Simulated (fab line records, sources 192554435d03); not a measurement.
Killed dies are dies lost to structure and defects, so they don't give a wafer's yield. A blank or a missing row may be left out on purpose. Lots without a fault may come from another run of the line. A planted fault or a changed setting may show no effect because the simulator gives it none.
A struck lot beside a sound one | flow n5_finfet | 40 steps out of a route of 1938
Sound: wafers L604.3, L604.5, L604.6. Struck: wafers L606.1, L606.2, L606.3. The cause comes at the end.
At each step with rows: each side's tool, then ch and its chambers, then its first start. Under that, the readings that differ: sound wafers | struck wafers | difference of the means | sigmas: that difference in standard deviations of wafers without a fault.
alike: readings whose means differ by less than 2 such deviations, and words and numbers that are the same on both sides. not compared: withheld readings, readings that some wafer has no value for, bounds like >300 that may hide the same value, and numbers for which the record gives no deviation and whose values overlap.
The two part at a step that has a row with sigmas, a row that says differs or no value, or rows on one side only. Numbers that don't overlap but have no deviation are shown without sigmas and don't part them. A reading that every wafer of one side lacks parts them only if that side has two wafers or more.

first, 11 steps without rows for these wafers: N5_BEOL_M0_SPUTTER_116 (material Cu, target thk 4 nm, time 7.37 s); N5_BEOL_M0_ANNEAL_117 (time 60 s); N5_BEOL_M0_SPUTTER_132 (material Cu, target thk 4 nm, time 7.37 s); N5_BEOL_M0_ANNEAL_133 (time 60 s); N5_BEOL_M0_SPUTTER_134 (material Cu, target thk 4 nm, time 7.37 s); N5_BEOL_M0_ANNEAL_135 (time 60 s); N5_BEOL_M0_SPUTTER_141 (material Cu, target thk 4 nm, time 7.37 s); N5_BEOL_M0_ECD_118 (material Cu, target thk 300 nm); N5_BEOL_M0_ANNEAL_119 (time 90 s); N5_BEOL_M0_CMP_120 (polishes, stops on SiOC, t overpolish 6.9 s); N5_BEOL_M0_PRE_CLEAN_131 (time 15 s).
N5_BEOL_M0_CO_CAP_123: material Co, precursor CCTBA/H2, target thk 2 nm, time 102.1 s.
  sound on cvd_co-02 ch 0,1, day 10 09:26; struck on cvd_co-01 ch 0,1,2, day 10 22:01
  reading            | sound       | struck      | difference | sigmas
  heater_power_w (W) | 262 259 252 | 238 221 219 | -32        | -2
then, 2 steps without rows for these wafers: N5_BEOL_M0_PRE_CLEAN_124 (time 15 s); N5_BEOL_M0_DEP_125 (deposits SiCN from 3MS/NH3, target thk 8 nm, time 14 s).
N5_BEOL_M0_INSPECT_127: inspects for defects (darkfield).
  sound on defect_inspect-02, day 10 09:38; struck on defect_inspect-01, day 10 22:14
  reading          | sound    | struck      | difference | sigmas
  raw_defect_count | 82 37 43 | 358 410 397 | +334       | +13
then, 12 steps without rows for these wafers: N5_BEOL_M1_ILD_DEP_00 (deposits SiOC from DEMS/O2, target thk 79 nm, time 15.3 s); N5_BEOL_M1_PECVD_72 (deposits SiO2 from TEOS/O2, target thk 16 nm, time 18 s); N5_BEOL_M1_HM_DEP_02 (deposits TiN, target thk 20 nm); N5_BEOL_M1_COAT_61 (time 60 s, resist thk 60 nm); N5_BEOL_M1_COAT_62 (time 60 s, resist thk 12 nm); N5_BEOL_M1_COAT_73 (time 60 s, resist thk 5 nm); N5_BEOL_M1_COAT_05 (resist thk 30 nm); N5_BEOL_M1_EBR_07; N5_BEOL_M1_SOFTBAKE_06 (time 60 s); N5_BEOL_M1_EXPOSE_08 (exposes mask M1); N5_BEOL_M1_PEB_09 (peb time 60 s); N5_BEOL_M1_DEVELOP_10 (develop time 30 s).
N5_BEOL_M1_INSPECT_13: inspects for defects (brightfield).
  sound on defect_inspect-02, day 10 10:50; struck on defect_inspect-02, day 10 23:14
  reading          | sound       | struck      | difference | sigmas
  raw_defect_count | 401 377 307 | 679 815 809 | +406       | +4
then, 9 steps without rows for these wafers: N5_BEOL_M1_DESCUM_16 (chemistry O2, time 7 s); N5_BEOL_M1_ETCH_74 (etches underlayer in N2/H2, target depth 6.5 nm, time 5.2 s); N5_BEOL_M1_ETCH_63 (etches SiARC in CF4, target depth 15.6 nm, time 26 s); N5_BEOL_M1_ETCH_64 (etches SOC in N2/H2, target depth 75 nm, overetch 15 nm, time 112.5 s); N5_BEOL_M1_STRIP_65 (strips in N2/H2); N5_BEOL_M1_STRIP_75 (strips in N2/H2); N5_BEOL_M1_STRIP_66 (strips in CF4); N5_BEOL_M1_HM_OPEN_17 (chemistry Cl2/BCl3, target TiN, target depth 20 nm, overetch 6 nm); N5_BEOL_M1_STRIP_19 (strips in O2).
N5_BEOL_M1_INSPECT_30: inspects for defects (brightfield).
  sound on defect_inspect-02, day 10 11:43; struck on defect_inspect-01, day 11 00:09
  reading          | sound       | struck      | difference | sigmas
  raw_defect_count | 407 381 302 | 709 885 909 | +471       | +4
N5_BEOL_M4_RC_MEAS_101:
  sound on prober-02 ch 0, day 12 11:19; struck on prober-02 ch 0, day 12 18:53
  alike: DIBL_N, DIBL_P, IOFF_N, IOFF_P, ION_N, ION_P, SS_N, SS_P, VT_N, VT_P
-- the record jumps here: 4 days lie between the struck wafers' starts before and after (it left off in module BEOL_M4 and takes up again in module PASSIVATION, whose first step shown is number 1936 of the route) --
N5_PASSIVATION_PROBE_49:
  sound on prober-01, day 16 18:20; struck on prober-01, day 16 22:32
  reading                  | sound          | struck         | difference | sigmas
  defect_limited_yield (%) | 90.5 88.4 89.1 | 84.1 84.5 82.6 | -5.6       | -4
  killed_at_M0_to_M3       | 26 44 23       | 125 112 134    | +93        | +10
  killed_at_other          | 6 7 9          | 0 0 0          | -7         | -2
  killed_dies              | 112 137 129    | 188 183 205    | +66        | +4
  killed_short             | 39 46 46       | 26 24 33       | -16        | -2
  sort_bin_5_function (%)  | 5.8 7.1 6.8    | 11.1 9.9 10.9  | +4.1       | +4
  sort_n_pass              | 1068 1043 1051 | 992 997 975    | -66        | -4
  sort_yield_pct (%)       | 90.5 88.4 89.1 | 84.1 84.5 82.6 | -5.6       | -4
  alike: killed_at_M4_up, killed_at_contacts, killed_at_front_end, killed_open, sort_bin_6_memory, sort_bin_8_speed

WHERE THEY PART
First at N5_BEOL_M0_CO_CAP_123; last, within this record, at N5_PASSIVATION_PROBE_49.

WHY: what the simulator had put in
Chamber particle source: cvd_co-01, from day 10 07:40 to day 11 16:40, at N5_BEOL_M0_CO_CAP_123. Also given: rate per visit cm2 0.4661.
